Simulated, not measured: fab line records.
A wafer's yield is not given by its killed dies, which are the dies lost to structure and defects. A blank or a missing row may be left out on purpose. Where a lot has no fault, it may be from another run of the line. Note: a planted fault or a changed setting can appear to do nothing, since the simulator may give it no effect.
Matching of chambers | flow nandHarc | pecvd-03 running NHARC_A_STAIRCASE_DEP_301: 3 sister chambers
The step deposits SiON, target thk 30 nm. 18 wafers are shown with their chamber, then 9 later ones without.

## WAFERS PAIRED WITH THEIR CHAMBERS
wafer  | chamber | heaterPowerW (W)
L074.1 | 2       | 834
L074.2 | 1       | 864
L074.3 | 0       | 669
L074.4 | 1       | 873
L074.5 | 0       | 679
L074.6 | 2       | 833
L077.1 | 0       | 639
L077.3 | 1       | 880
L077.4 | 0       | 628
L080.1 | 0       | 622
L080.5 | 1       | 787
L080.6 | 0       | 634
L083.1 | 0       | 695
L083.2 | 1       | 725
L083.5 | 1       | 764
L086.1 | 0       | 689
L086.2 | 2       | 822
L086.6 | 2       | 802

SIGNATURES (means of the wafers above)
reading      | chamber 0 | chamber 1 | chamber 2 | scatter within a chamber
heaterPowerW | 656.88    | 815.50    | 822.75    | 43.3
Rule: distance of a wafer from a chamber = root of the sum over the readings of ((wafer's reading minus chamber's mean) / reading's scatter) squared. The wafer belongs to the nearest chamber; if the next one is less than 2 further off, it can't be placed. The scatter is the square root of a quotient: the sum, over the shown wafers, of each reading's squared deviation from its chamber's mean, divided by wafers minus chambers.

## WAFERS MISSING THEIR CHAMBER
wafer  | heaterPowerW (W)
L086.3 | 880
L086.4 | 676
L086.5 | 732
L096.1 | 793
L096.2 | 759
L096.6 | 756
L097.3 | 754
L097.4 | 691
L097.6 | 759

## EACH ONE'S CHAMBER
wafer  | from the rows above          | in truth
L086.3 | can't be placed: 2 or 1      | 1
L086.4 | 0                            | 0
L086.5 | can't be placed: 0 or 1 or 2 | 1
L096.1 | can't be placed: 1 or 2      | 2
L096.2 | can't be placed: 1 or 2 or 0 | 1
L096.6 | can't be placed: 1 or 2 or 0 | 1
L097.3 | can't be placed: 1 or 2 or 0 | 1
L097.4 | 0                            | 0
L097.6 | can't be placed: 1 or 2 or 0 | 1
Correct placement for 2 of the 9. From these rows, 7 cannot be placed; in 7 the true chamber is one of the candidates. Number placed wrongly: 0.
